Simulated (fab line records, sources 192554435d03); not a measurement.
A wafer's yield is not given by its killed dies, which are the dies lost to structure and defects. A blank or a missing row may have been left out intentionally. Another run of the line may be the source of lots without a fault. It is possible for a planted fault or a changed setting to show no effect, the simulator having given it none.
Chamber matching | flow n5Finfet | N5_BEOL_M11_ILD_DEP_00 on pecvd-04 has 3 sister chambers
The step deposits SiCOH lowk from DEMS/porogen, target thk 308.51 nm, time 58 s. 6 wafers are shown with their chamber, then 11 later ones without.

WAFERS PAIRED WITH THEIR CHAMBERS
wafer  | chamber | heaterPowerW (W) | showerheadPlenumPTorr (Torr)
L085.1 | 2       | 284              | 5.739
L084.6 | 2       | 309              | 5.742
L086.2 | 1       | 248              | 5.710
L086.3 | 0       | 338              | 5.681
L086.4 | 0       | 344              | 5.717
L088.1 | 1       | 262              | 5.712

WAFERS MISSING THEIR CHAMBER
wafer  | heaterPowerW (W) | showerheadPlenumPTorr (Torr)
L088.3 | 282              | 5.701
L088.5 | 300              | 5.695
L089.2 | 270              | 5.734
L089.4 | 279              | 5.744
L089.5 | 233              | 5.734
L091.2 | 286              | 5.694
L091.4 | 301              | 5.732
L091.5 | 229              | 5.721
L097.2 | 298              | 5.723
L097.4 | 298              | 5.713
L097.6 | 306              | 5.700

WHICH CHAMBER EACH WENT THROUGH
wafer  | from the rows above          | in truth
L088.3 | can't be placed: 1 or 2      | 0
L088.5 | can't be placed: 2 or 0 or 1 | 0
L089.2 | can't be placed: 1 or 2      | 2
L089.4 | can't be placed: 2 or 1      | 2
L089.5 | 1                            | 1
L091.2 | can't be placed: 1 or 2 or 0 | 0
L091.4 | 2                            | 2
L091.5 | 1                            | 1
L097.2 | 2                            | 2
L097.4 | can't be placed: 2 or 1 or 0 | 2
L097.6 | can't be placed: 2 or 0 or 1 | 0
4 of 11 placed correctly. Can't be placed from these rows: 7 (the true chamber is among the candidates in 6). 0 placed wrongly.
How it was worked out, from the rows above alone: a wafer's distance from a chamber is the root of the sum, over the readings, of the square of ((its reading less the chamber's mean) divided by the reading's scatter). The wafer belongs to the nearest chamber; if the next one is less than 2 further off, it can't be placed. The mean given for a chamber averages the wafers shown for that chamber. The scatter: the root of (the sum of the squares of (reading less its chamber's mean) over the shown wafers, divided by (wafers less chambers)).
